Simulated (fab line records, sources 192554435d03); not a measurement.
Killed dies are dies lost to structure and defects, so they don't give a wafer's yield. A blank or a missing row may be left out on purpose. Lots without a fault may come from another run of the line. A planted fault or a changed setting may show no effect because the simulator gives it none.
Chamber matching | flow n5_finfet | N5_MOL_CONTACT_COAG_CMP_23 on cmp-02: 4 sister chambers
The step polishes, stops on SiO2, t overpolish 1.5 s, target thk 0 nm. 4 wafers are shown with their chamber, then 8 later ones without.

WAFERS WITH THEIR CHAMBER
wafer  | chamber | motor_current_A (A)
L084.4 | 2       | 8.7
L088.5 | 0       | 8.8
L088.6 | 3       | 7.4
L089.1 | 1       | 8.8

WAFERS WITHOUT THEIR CHAMBER
wafer  | motor_current_A (A)
L089.2 | 8.4
L089.5 | 9.6
L092.1 | 8.8
L092.2 | 8.2
L092.3 | 7.5
L096.2 | 7.7
L096.3 | 8.1
L096.6 | 8.1

WHICH CHAMBER EACH WENT THROUGH
wafer  | from the rows above               | in truth
L089.2 | can't be placed: 2 or 0 or 1 or 3 | 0
L089.5 | can't be placed: 0 or 1 or 2      | 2
L092.1 | can't be placed: 0 or 1 or 2      | 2
L092.2 | can't be placed: 2 or 0 or 1 or 3 | 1
L092.3 | 3                                 | 3
L096.2 | can't be placed: 3 or 2 or 0 or 1 | 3
L096.3 | can't be placed: 2 or 3 or 0 or 1 | 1
L096.6 | can't be placed: 2 or 3 or 0 or 1 | 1
Placed correctly: 1 of 8. Can't be placed from these rows: 7 (the true chamber is among the candidates in 7). Placed wrongly: 0.
How it was worked out, from the rows above alone: a wafer's distance from a chamber is the root of the sum, over the readings, of the square of ((its reading less the chamber's mean) divided by the reading's scatter). The wafer belongs to the nearest chamber; if the next one is less than 2 further off, it can't be placed. A chamber's mean is the mean of its shown wafers. The scatter: with one shown wafer a chamber, the root of the mean of the squares of how far each hidden wafer lies from its nearest shown one.
